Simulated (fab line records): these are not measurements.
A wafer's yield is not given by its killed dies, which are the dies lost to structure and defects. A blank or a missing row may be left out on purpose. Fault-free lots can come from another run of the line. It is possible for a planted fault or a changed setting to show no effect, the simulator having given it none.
The tool behind it: which one?	flow n5Finfet	66 wafers from 22 lots sampled at 5 of the route's 1938 steps

== WHAT THE GAUGES SHOWED, per wafer ==
N5_BEOL_M12_THK_MEAS_01. Usual: for M12_ILD_THK the level is 661 nm and the standard deviation is 8.4.
lot	measured	on	M12_ILD_THK (nm)	flag
L075	day 12 15:09	filmMetro-01	652 660 658	
L077	day 13 04:54	filmMetro-01	658 652 662	
L076	day 13 10:06	filmMetro-01	668 668 673	
L078	day 13 19:23	filmMetro-01	655 667 666	
L079	day 13 23:35	filmMetro-01	662 668 673	
L080	day 14 10:22	filmMetro-01	666 672 667	
L081	day 15 19:45	filmMetro-01	656 654 665	
L083	day 16 18:28	filmMetro-01	669 664 677	
L084	day 16 23:35	filmMetro-02	670 669 661	
L085	day 17 06:53	filmMetro-02	664 659 673	
L086	day 17 13:10	filmMetro-01	654 666 660	
L087	day 18 04:24	filmMetro-02	672 669 670	
L090	day 18 04:08	filmMetro-02	651 653 650	
L088	day 18 17:15	filmMetro-02	658 675 660	
L095	day 19 06:53	filmMetro-01	668 677 673	
L097	day 19 07:47	filmMetro-01	652 665 655	
L091	day 19 10:57	filmMetro-02	637 657 650	
L092	day 19 23:46	filmMetro-02	656 652 663	
L089	day 20 09:25	filmMetro-01	647 656 657	
L082	day 20 17:15	filmMetro-02	654 651 662	
L093	day 20 16:05	filmMetro-02	652 662 665	
L096	day 20 15:52	filmMetro-02	674 660 672	

N5_BEOL_M12_OVL_MEAS_11. Usual: for V11_OVL the level is 1 nm and the standard deviation is 5.5.
lot	measured	on	V11_OVL (nm)	flag
L075	day 12 15:31	overlay-02	6 -3 -9	
L077	day 13 05:14	overlay-01	6 0 3	
L076	day 13 10:26	overlay-01	6 4 -2	
L078	day 13 19:43	overlay-01	1 1 4	
L079	day 13 23:55	overlay-01	3 1 3	
L080	day 14 10:50	overlay-01	8 -6 -2	
L081	day 15 20:13	overlay-02	3 4 8	
L083	day 16 18:55	overlay-01	-5 -3 3	
L084	day 16 23:55	overlay-01	3 3 4	
L085	day 17 07:13	overlay-01	4 0 -3	
L086	day 17 13:37	overlay-01	4 -2 -1	
L087	day 18 04:52	overlay-02	-10 -3 -2	
L090	day 18 04:28	overlay-01	2 0 -6	
L088	day 18 17:35	overlay-02	-11 -8 0	
L095	day 19 07:13	overlay-01	11 6 2	
L097	day 19 08:15	overlay-02	3 3 2	
L091	day 19 11:17	overlay-02	1 -4 -5	
L092	day 20 00:05	overlay-02	-4 5 11	
L089	day 20 09:45	overlay-01	7 5 10	
L082	day 20 17:35	overlay-01	-14 -10 -8	
L093	day 20 16:26	overlay-01	-6 -5 -7	
L096	day 20 16:11	overlay-01	3 2 -5	

== TOOL THAT RAN EACH LOT (tool first, then ch and the chambers of the sampled wafers, then the start) ==
lot	N5_BEOL_M11_STRIP_67	N5_BEOL_M11_DESCUM_33	N5_BEOL_M11_ETCH_41
L075	rieDiel-01 ch 0,2, day 12 08:07	rieDiel-06 ch 2,3, day 12 11:58	rieDiel-06 ch 2,3, day 12 15:09 or earlier
L077	rieDiel-03 ch 0,1,3, day 12 22:39	rieDiel-03 ch 1,2,3, day 13 00:26	rieDiel-03 ch 1,2,3, day 13 04:54 or earlier
L076	rieDiel-06 ch 0,2,3, day 13 04:28	rieDiel-06 ch 0,1,2, day 13 06:56	rieDiel-06 ch 0,1,2, day 13 10:06 or earlier
L078	rieDiel-03 ch 0,2,3, day 13 14:18	rieDiel-03 ch 0,2,3, day 13 15:06	rieDiel-03 ch 0,2,3, day 13 19:23 or earlier
L079	rieDiel-01 ch 0,2,3, day 13 16:20	rieDiel-06 ch 1,2, day 13 19:03	rieDiel-06 ch 1,2, day 13 23:35 or earlier
L080	rieDiel-06 ch 1,2, day 14 03:23	rieDiel-03 ch 0,2,3, day 14 05:47	rieDiel-03 ch 0,2,3, day 14 10:22 or earlier
L081	rieDiel-06 ch 0,1,3, day 15 14:03	rieDiel-03 ch 0,1,3, day 15 16:07	rieDiel-03 ch 0,1,3, day 15 19:45 or earlier
L083	rieDiel-01 ch 0,1,3, day 16 13:17	rieDiel-06 ch 0,2,3, day 16 15:14	rieDiel-06 ch 0,2,3, day 16 18:28 or earlier
L084	rieDiel-06 ch 0,2,3, day 16 19:47	rieDiel-03 ch 1,2, day 16 20:43	rieDiel-03 ch 0,1,3, day 16 23:35 or earlier
L085	rieDiel-03 ch 1,3, day 17 01:21	rieDiel-06 ch 0,2,3, day 17 02:44	rieDiel-06 ch 0,2,3, day 17 06:53 or earlier
L086	rieDiel-06 ch 1,2,3, day 17 07:40	rieDiel-01 ch 0,1,2, day 17 10:02	rieDiel-01 ch 0,1,2, day 17 13:10 or earlier
L087	rieDiel-03 ch 0,2, day 17 21:59	rieDiel-06 ch 1,2,3, day 18 00:14	rieDiel-06 ch 1,2,3, day 18 04:24 or earlier
L090	rieDiel-01 ch 0,1, day 17 22:08	rieDiel-01 ch 1,2, day 18 00:04	rieDiel-01 ch 1,2, day 18 04:08 or earlier
L088	rieDiel-01 ch 1,2, day 18 11:47	rieDiel-03 ch 0,3, day 18 12:40	rieDiel-03 ch 0,3, day 18 17:15 or earlier
L095	rieDiel-06 ch 1,2, day 19 01:06	rieDiel-01 ch 1,2,3, day 19 01:50	rieDiel-01 ch 1,2,3, day 19 06:53 or earlier
L097	rieDiel-03 ch 0,2, day 19 03:02	rieDiel-01 ch 2,3, day 19 04:19	rieDiel-01 ch 2,3, day 19 07:47 or earlier
L091	rieDiel-01 ch 0,1,2, day 19 05:55	rieDiel-03 ch 0,1,3, day 19 07:34	rieDiel-03 ch 0,1,3, day 19 10:57 or earlier
L092	rieDiel-03 ch 1,3, day 19 14:40	rieDiel-01 ch 0,2, day 19 19:27	rieDiel-01 ch 0,2, day 19 23:46 or earlier
L089	rieDiel-01 ch 0,1,2, day 20 00:41	rieDiel-06 ch 0,1,2, day 20 05:35	rieDiel-06 ch 0,1,2, day 20 09:25 or earlier
L082	rieDiel-03 ch 0,2, day 20 11:07	rieDiel-03 ch 0,2, day 20 13:08	rieDiel-03 ch 0,2, day 20 17:15 or earlier
L093	rieDiel-06 ch 0,1, day 20 11:14	rieDiel-03 ch 0,3, day 20 12:34	rieDiel-03 ch 0,3, day 20 16:05 or earlier
L096	rieDiel-03 ch 0,1, day 20 11:24	rieDiel-01 ch 1,2, day 20 12:38	rieDiel-01 ch 1,2, day 20 15:52 or earlier
- N5_BEOL_M11_STRIP_67: strips in CF4.
- N5_BEOL_M11_DESCUM_33: chemistry O2, time 7.9 s.
- N5_BEOL_M11_ETCH_41: etches SiCN in CH3F/O2, target depth 42.6 nm, time 86 s.

== AS READ BY THE TOOLS THEMSELVES (means over the sampled wafers that have a number; for cases with no such wafer, the mark the record gives instead) ==
N5_BEOL_M11_STRIP_67. Usual: drypumpMotorCurrentA 5.8 A, standard deviation 0.36; oesProductAu 0.81 a.u., standard deviation 0.064; rfVppV 271.3 V, standard deviation 1.6; showerheadPlenumPTorr 1.80 Torr, standard deviation 0.055; throttleValvePct 13.54 %, standard deviation 0.21.
lot	tool	drypumpMotorCurrentA (A)	oesProductAu (a.u.)	rfVppV (V)	showerheadPlenumPTorr (Torr)	throttleValvePct (%)	flag
L075	rieDiel-01	5.6	0.82	270.5	1.80	13.69	
L077	rieDiel-03	5.8	0.77	270.6	1.77	13.58	
L076	rieDiel-06	5.9	0.73	270.5	1.78	13.58	
L078	rieDiel-03	6.0	0.80	269.9	1.76	13.56	
L079	rieDiel-01	5.7	0.83	270.8	1.80	13.59	
L080	rieDiel-06	6.0	0.84	271.0	1.77	13.58	
L081	rieDiel-06	6.2	0.85	272.6	1.84	13.42	
L083	rieDiel-01	5.7	0.86	271.8	1.82	13.48	
L084	rieDiel-06	5.9	0.80	272.4	1.85	13.43	
L085	rieDiel-03	5.8	0.82	271.4	1.76	13.39	
L086	rieDiel-06	5.8	0.84	270.3	1.82	13.42	
L087	rieDiel-03	5.9	0.78	270.4	1.79	13.64	
L090	rieDiel-01	5.5	0.86	272.3	1.84	13.48	
L088	rieDiel-01	5.7	0.80	271.5	1.84	13.73	
L095	rieDiel-06	6.0	0.82	270.9	1.77	13.63	
L097	rieDiel-03	5.9	0.77	270.8	1.79	13.67	
L091	rieDiel-01	5.6	0.81	270.7	1.81	13.65	
L092	rieDiel-03	5.8	0.80	269.9	1.76	13.41	
L089	rieDiel-01	5.6	0.80	271.7	1.81	13.66	
L082	rieDiel-03	5.9	0.77	270.6	1.78	13.68	
L093	rieDiel-06	6.4	0.76	271.7	1.81	13.68	
L096	rieDiel-03	5.5	0.86	271.5	1.80	13.34	

N5_BEOL_M11_DESCUM_33. Usual: drypumpMotorCurrentA 5.9 A, standard deviation 0.37; oesProductAu 0.80 a.u., standard deviation 0.061; rfVppV 243.0 V, standard deviation 1.3; showerheadPlenumPTorr 2.09 Torr, standard deviation 0.067; tempC 40.00 C, standard deviation 0.11; throttleValvePct 20.41 %, standard deviation 0.21.
lot	tool	drypumpMotorCurrentA (A)	oesProductAu (a.u.)	rfVppV (V)	showerheadPlenumPTorr (Torr)	tempC (C)	throttleValvePct (%)	flag
L075	rieDiel-06	5.6	0.75	242.3	2.06	39.87	20.37	
L077	rieDiel-03	5.7	0.75	243.0	2.09	40.00	20.30	
L076	rieDiel-06	6.1	0.81	243.5	2.11	39.95	20.44	
L078	rieDiel-03	6.0	0.80	242.3	2.06	40.03	20.44	
L079	rieDiel-06	5.8	0.81	242.9	2.08	40.02	20.43	
L080	rieDiel-03	6.0	0.79	241.8	2.05	39.89	20.44	
L081	rieDiel-03	5.8	0.84	242.7	2.06	39.93	20.29	
L083	rieDiel-06	5.9	0.80	244.3	2.17	40.09	20.29	
L084	rieDiel-03	5.7	0.83	242.9	2.11	40.01	20.26	
L085	rieDiel-06	5.9	0.80	244.0	2.16	39.89	20.29	
L086	rieDiel-01	5.6	0.84	242.8	2.12	40.07	20.52	
L087	rieDiel-06	5.9	0.84	243.7	2.12	40.02	20.28	
L090	rieDiel-01	5.6	0.85	244.2	2.18	40.01	20.52	
L088	rieDiel-03	6.1	0.76	241.9	2.01	39.86	20.44	
L095	rieDiel-01	5.8	0.81	243.3	2.15	39.89	20.50	
L097	rieDiel-01	5.8	0.78	243.8	2.10	40.00	20.61	
L091	rieDiel-03	5.8	0.81	242.7	2.05	40.04	20.33	
L092	rieDiel-01	5.5	0.79	241.0	2.05	39.97	20.57	
L089	rieDiel-06	6.1	0.76	243.3	2.09	40.03	20.50	
L082	rieDiel-03	6.0	0.77	242.3	2.05	40.01	20.65	
L093	rieDiel-03	6.1	0.75	242.5	2.00	40.01	20.46	
L096	rieDiel-01	5.7	0.78	242.9	2.14	39.94	20.66	

N5_BEOL_M11_ETCH_41. Usual: CH3F_flow_sccm 30.01 sccm, standard deviation 0.09; drypumpMotorCurrentA 5.9 A, standard deviation 0.36; oesProductAu 0.80 a.u., standard deviation 0.061; rfVppV 297.3 V, standard deviation 1.5; showerheadPlenumPTorr 2.00 Torr, standard deviation 0.063; throttleValvePct 16.30 %, standard deviation 0.2.
lot	tool	CH3F_flow_sccm (sccm)	drypumpMotorCurrentA (A)	oesProductAu (a.u.)	rfVppV (V)	showerheadPlenumPTorr (Torr)	throttleValvePct (%)	flag
L075	rieDiel-06	30.06	5.6	0.74	297.4	1.97	16.30	
L077	rieDiel-03	30.02	5.8	0.75	296.9	2.00	16.23	
L076	rieDiel-06	30.06	6.1	0.80	297.9	2.02	16.33	
L078	rieDiel-03	29.97	6.0	0.80	297.1	1.96	16.32	
L079	rieDiel-06	30.02	5.8	0.82	297.9	1.99	16.33	
L080	rieDiel-03	30.08	6.0	0.79	297.0	1.96	16.33	
L081	rieDiel-03	30.02	5.8	0.84	297.1	1.97	16.17	
L083	rieDiel-06	29.97	5.9	0.80	297.7	2.07	16.18	
L084	rieDiel-03	29.94	5.8	0.84	295.6	1.96	16.18	
L085	rieDiel-06	29.96	5.9	0.80	298.1	2.07	16.19	
L086	rieDiel-01	30.03	5.6	0.83	298.1	2.03	16.38	
L087	rieDiel-06	29.98	5.9	0.84	298.0	2.03	16.19	
L090	rieDiel-01	29.94	5.7	0.84	300.1	2.08	16.36	
L088	rieDiel-03	30.05	6.1	0.77	295.7	1.92	16.34	
L095	rieDiel-01	29.98	5.8	0.81	298.7	2.04	16.36	
L097	rieDiel-01	30.01	5.8	0.77	297.6	2.00	16.47	
L091	rieDiel-03	30.12	5.8	0.81	295.5	1.96	16.20	
L092	rieDiel-01	30.06	5.5	0.79	295.8	1.97	16.46	
L089	rieDiel-06	30.02	6.1	0.77	297.3	2.00	16.41	
L082	rieDiel-03	30.00	6.0	0.77	296.1	1.96	16.49	
L093	rieDiel-03	29.98	6.1	0.75	295.6	1.92	16.37	
L096	rieDiel-01	30.04	5.7	0.78	298.1	2.04	16.51	

== THE ANSWER, worked out from the rows above alone ==
Rule: take the mean of a lot's wafers that have a number; if it is more than 3 standard deviations from the usual mean, the lot is off. Also off: a lot with no number at a reading for which 4 or more lots have one. All remaining lots with rows at the step are treated as sound. The gauges are gone through in route order, then the tools' own readings, and for those a lot's mean is taken as printed above. The first step at which some lot is off is used, and at that step the reading that is off furthest; a lot without a number counts as furthest.
No lot is off at any reading shown: from this, nothing can be told.

== WHAT THE SIMULATOR HAD PUT IN ==
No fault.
